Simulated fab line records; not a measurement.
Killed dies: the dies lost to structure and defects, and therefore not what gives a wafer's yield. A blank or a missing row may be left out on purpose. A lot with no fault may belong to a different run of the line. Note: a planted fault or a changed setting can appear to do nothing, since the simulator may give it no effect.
A lot that was struck, set against a sound lot | flow n5Finfet | 15 out of 1938 route steps
Sound: wafers L244.1, L244.4, L244.6. Struck: wafer L246.5; the same lot's L246.6 was not struck, so it is left out; see the end for the cause.
Order at every step that has rows: each side's tool, ch and its chambers, its first start. Under that, the readings that differ: sound wafers | struck wafers | difference of the means | sigmas: that difference in standard deviations of wafers without a fault.
alike: readings with means less than 2 such deviations apart, plus words and numbers identical on both sides. not compared: withheld readings, readings lacking a value on some wafer, bounds such as >300 that could conceal the same value, and numbers that have no deviation in the record and whose values overlap.
A row with sigmas, a row that says differs or no value, or rows on one side alone: a step with any of these is where the two part. Non-overlapping numbers with no deviation appear without sigmas and do not part them. Lack of a reading on every wafer of one side parts them only where that side has two or more wafers.

N5_BEOL_M9_STRIP_80: strips in N2/H2, time 10 s.
  sound on rieDiel-02 ch 0,2; struck on rieDiel-03 ch 3
reading             | sound          | struck | difference | sigmas
oesProductAu (a.u.) | 0.92 0.68 0.93 | 0.66   | -0.18      | -2
  alike: drypumpMotorCurrentA, rfVppV, showerheadPlenumPTorr, throttleValvePct
  not compared: rfHoursCounterH
N5_BEOL_M9_OCD_MEAS_38:
  sound on ocd-02 at day 11 18:44; struck on ocd-01 at day 11 23:29
  alike: trenchDepthNm
then, 4 steps without rows for these wafers: N5_BEOL_M9_HM_STRIP_39 (strips TiN in peroxide tin strip, target depth 25 nm, time 158 s); N5_BEOL_M9_SRD_40 (time 30 s); N5_BEOL_M9_PRECLEAN_42 (cleans in residue remover, time 60 s); N5_BEOL_M9_SRD_43 (time 30 s).
N5_BEOL_M9_CD_MEAS_35: target cd 70 nm, target cd y 40 nm.
  sound on cdSem-02 at day 11 18:53; struck on cdSem-02 at day 11 23:38
  alike: cdNm
N5_BEOL_M9_CURE_72: cures SiCOH lowk, time 120 s.
  sound on uvCure-01 ch 2, day 11 18:56; struck on uvCure-02 ch 1, day 11 23:52
reading          | sound             | struck | difference | sigmas
lampPowerPct (%) | 52.32 52.39 52.31 | 52.45  | +0.11      | +2
wafer_temp_C_max | 371.7 371.6 371.6 | 373.0  | +1.4       | +3
then, 1 step without rows for these wafers: N5_BEOL_M9_DEGAS_44 (time 60 s).
N5_BEOL_M9_PRE_CLEAN_45: time 30 s.
  sound on pvdSputter-01 at day 11 19:26; struck on pvdSputter-01 at day 12 00:37
  alike: heaterPowerW
N5_BEOL_M9_ALD_74: deposits TaN, target thk 2 nm, pulse time 2 s, purge time 3 s.
  sound on aldMetal-02 ch 0,1,2, day 11 19:31; struck on aldMetal-02 ch 2, day 12 00:47
  alike: heaterPowerW
N5_BEOL_M9_SURFACE_TREAT_79:
  sound on pvdSputter-03 at day 11 19:55; struck on pvdSputter-03 at day 12 01:00
  alike: arFlowSccm
  not compared: throttleValvePct
N5_BEOL_M9_CVD_78: deposits Co from CCTBA/H2, target thk 2 nm, time 138.9 s.
  sound on cvdCo-02 ch 0,2, day 11 19:59; struck on cvdCo-02 ch 1, day 12 01:10
reading        | sound             | struck | difference | sigmas
runLengthS (s) | 161.7 162.3 161.8 | 163.5  | +1.6       | +3
then, 2 steps without rows for these wafers: N5_BEOL_M9_SPUTTER_48 (material Cu, target thk 12 nm, time 2 s); N5_PASSIVATION_PROBE_49.

WHERE THEY PART
First at N5_BEOL_M9_STRIP_80; last, within this record, at N5_BEOL_M9_CVD_78.

WHY: the cause the simulator had injected
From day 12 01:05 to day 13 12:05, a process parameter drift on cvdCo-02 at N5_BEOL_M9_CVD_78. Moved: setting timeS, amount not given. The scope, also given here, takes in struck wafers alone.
